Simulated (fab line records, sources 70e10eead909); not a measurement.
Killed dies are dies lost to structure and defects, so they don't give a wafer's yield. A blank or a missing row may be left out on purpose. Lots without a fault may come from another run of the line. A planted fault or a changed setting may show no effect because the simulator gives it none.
Chamber matching | flow nand_harc | NHARC_P_GATE_ETCH_104 on rie_diel-08: 4 sister chambers
The step etches the open film in CF4/CHF3, target depth 60 nm. 4 wafers are shown with their chamber, then 7 later ones without.

WAFERS WITH THEIR CHAMBER
wafer  | chamber | showerhead_plenum_p_Torr (Torr)
L798.6 | 3       | 1.48
L802.5 | 1       | 1.60
L801.3 | 0       | 1.49
L801.4 | 2       | 1.49

WAFERS WITHOUT THEIR CHAMBER
wafer  | showerhead_plenum_p_Torr (Torr)
L801.5 | 1.60
L804.1 | 1.49
L804.4 | 1.60
L804.6 | 1.60
L807.1 | 1.49
L807.3 | 1.47
L807.4 | 1.49

WHICH CHAMBER EACH WENT THROUGH
wafer  | from the rows above     | in truth
L801.5 | 1                       | 1
L804.1 | can't be placed: 0 or 2 | 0
L804.4 | 1                       | 1
L804.6 | 1                       | 1
L807.1 | can't be placed: 0 or 2 | 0
L807.3 | 3                       | 3
L807.4 | can't be placed: 0 or 2 | 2
Placed correctly: 4 of 7. Can't be placed from these rows: 3 (the true chamber is among the candidates in 3). Placed wrongly: 0.
How it was worked out, from the rows above alone: a wafer's distance from a chamber is the root of the sum, over the readings, of the square of ((its reading less the chamber's mean) divided by the reading's scatter). The wafer belongs to the nearest chamber; if the next one is less than 2 further off, it can't be placed. A chamber's mean is the mean of its shown wafers. The scatter: with one shown wafer a chamber, the root of the mean of the squares of how far each hidden wafer lies from its nearest shown one.
